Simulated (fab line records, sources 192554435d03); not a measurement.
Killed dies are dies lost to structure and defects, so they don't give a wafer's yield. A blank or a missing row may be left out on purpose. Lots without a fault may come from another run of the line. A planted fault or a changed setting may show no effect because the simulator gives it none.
Chamber matching | flow n5_finfet | N5_FIN_CUT_CUT_ETCH_26 on rie_diel-04: 4 sister chambers
The step etches SiNx in CH3F/O2, target depth 39 nm, time 55.7 s. 8 wafers are shown with their chamber, then 8 later ones without.

WAFERS WITH THEIR CHAMBER
wafer  | chamber | drypump_motor_current_A (A) | showerhead_plenum_p_Torr (Torr)
L085.5 | 1       | 5.7                         | 1.95
L089.1 | 3       | 6.5                         | 1.91
L089.2 | 0       | 5.8                         | 2.06
L089.5 | 2       | 5.8                         | 2.07
L090.3 | 1       | 5.7                         | 1.95
L090.5 | 0       | 5.8                         | 2.06
L090.6 | 2       | 5.7                         | 2.06
L093.1 | 3       | 6.5                         | 1.91

WAFERS WITHOUT THEIR CHAMBER
wafer  | drypump_motor_current_A (A) | showerhead_plenum_p_Torr (Torr)
L093.3 | 5.7                         | 1.94
L093.6 | 5.7                         | 1.95
L094.2 | 5.7                         | 2.06
L094.3 | 5.7                         | 1.94
L094.5 | 5.8                         | 2.06
L097.1 | 6.5                         | 1.91
L097.2 | 5.7                         | 1.94
L097.3 | 5.8                         | 2.06

WHICH CHAMBER EACH WENT THROUGH
wafer  | from the rows above     | in truth
L093.3 | 1                       | 1
L093.6 | 1                       | 1
L094.2 | can't be placed: 2 or 0 | 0
L094.3 | 1                       | 1
L094.5 | 0                       | 0
L097.1 | 3                       | 3
L097.2 | 1                       | 1
L097.3 | 0                       | 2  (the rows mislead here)
Placed correctly: 6 of 8. Can't be placed from these rows: 1 (the true chamber is among the candidates in 1). Placed wrongly: 1.
How it was worked out, from the rows above alone: a wafer's distance from a chamber is the root of the sum, over the readings, of the square of ((its reading less the chamber's mean) divided by the reading's scatter). The wafer belongs to the nearest chamber; if the next one is less than 2 further off, it can't be placed. A chamber's mean is the mean of its shown wafers. The scatter: the root of (the sum of the squares of (reading less its chamber's mean) over the shown wafers, divided by (wafers less chambers)).
